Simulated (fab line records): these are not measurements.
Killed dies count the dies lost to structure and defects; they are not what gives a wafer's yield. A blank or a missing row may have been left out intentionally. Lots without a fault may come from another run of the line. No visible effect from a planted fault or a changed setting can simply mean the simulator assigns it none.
Chamber matching    flow n5Finfet    N5_DUMMY_GATE_ETCH_23 on rieSi-04: 4 sister chambers
The step etches poly-Si in HBr/Cl2/O2, target depth 41 nm, time 22.3 s. 14 wafers are shown with their chamber, then 7 later ones without.

== WAFERS, EACH WITH ITS CHAMBER ==
wafer   chamber  throttleValvePct (%)  oesProductAu (a.u.)  heBacksideLeakSccm (sccm)
L074.2  3        36.92                 0.995                2.56
L074.3  2        37.08                 1.033                2.62
L074.6  2        37.10                 1.020                2.54
L076.1  3        36.92                 0.998                2.56
L076.3  0        36.92                 1.023                2.43
L076.4  1        37.10                 0.997                2.89
L080.1  1        37.10                 0.984                2.79
L080.3  2        37.09                 1.033                2.70
L080.5  0        36.93                 1.003                2.28
L085.3  1        37.24                 0.993                2.30
L085.4  0        36.92                 1.004                2.43
L085.6  2        37.10                 1.030                2.67
L089.1  0        36.93                 1.018                2.46
L089.5  1        37.24                 0.996                2.29

SIGNATURES, as means of the wafers listed above
reading             chamber 0  chamber 1  chamber 2  chamber 3  scatter within a chamber
throttleValvePct    36.9250    37.1700    37.0925    36.9200    0.0447
oesProductAu        1.01200    0.99250    1.02900    0.99650    0.00725
heBacksideLeakSccm  2.4000     2.5675     2.6325     2.5600     0.183
Rule: for a wafer and a chamber, the distance is found by dividing, reading by reading, the gap between the wafer's reading and the chamber's mean by the reading's scatter, squaring, summing and taking the root. If the next closest chamber is less than 2 further off than the closest, the wafer can't be placed; otherwise it belongs to the closest. The scatter: the root of (the sum of the squares of (reading less its chamber's mean) over the shown wafers, divided by (wafers less chambers)).

== WAFERS WITHOUT THEIR CHAMBER ==
wafer   throttleValvePct (%)  oesProductAu (a.u.)  heBacksideLeakSccm (sccm)
L089.6  37.09                 1.029                2.56
L090.3  37.24                 0.997                2.50
L090.5  36.93                 1.005                2.67
L090.6  36.92                 1.020                2.41
L096.1  36.93                 0.998                2.60
L096.5  37.11                 1.028                2.74
L096.6  37.23                 1.002                2.47

== CHAMBER TAKEN BY EACH ==
wafer   from the rows above      in truth
L089.6  2                        2
L090.3  1                        1
L090.5  can't be placed: 3 or 0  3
L090.6  0                        0
L096.1  can't be placed: 3 or 0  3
L096.5  2                        2
L096.6  1                        1
Correctly placed: 5 of 7. These rows do not allow placing 2 (true chamber among the candidates in 2). Number placed wrongly: 0.
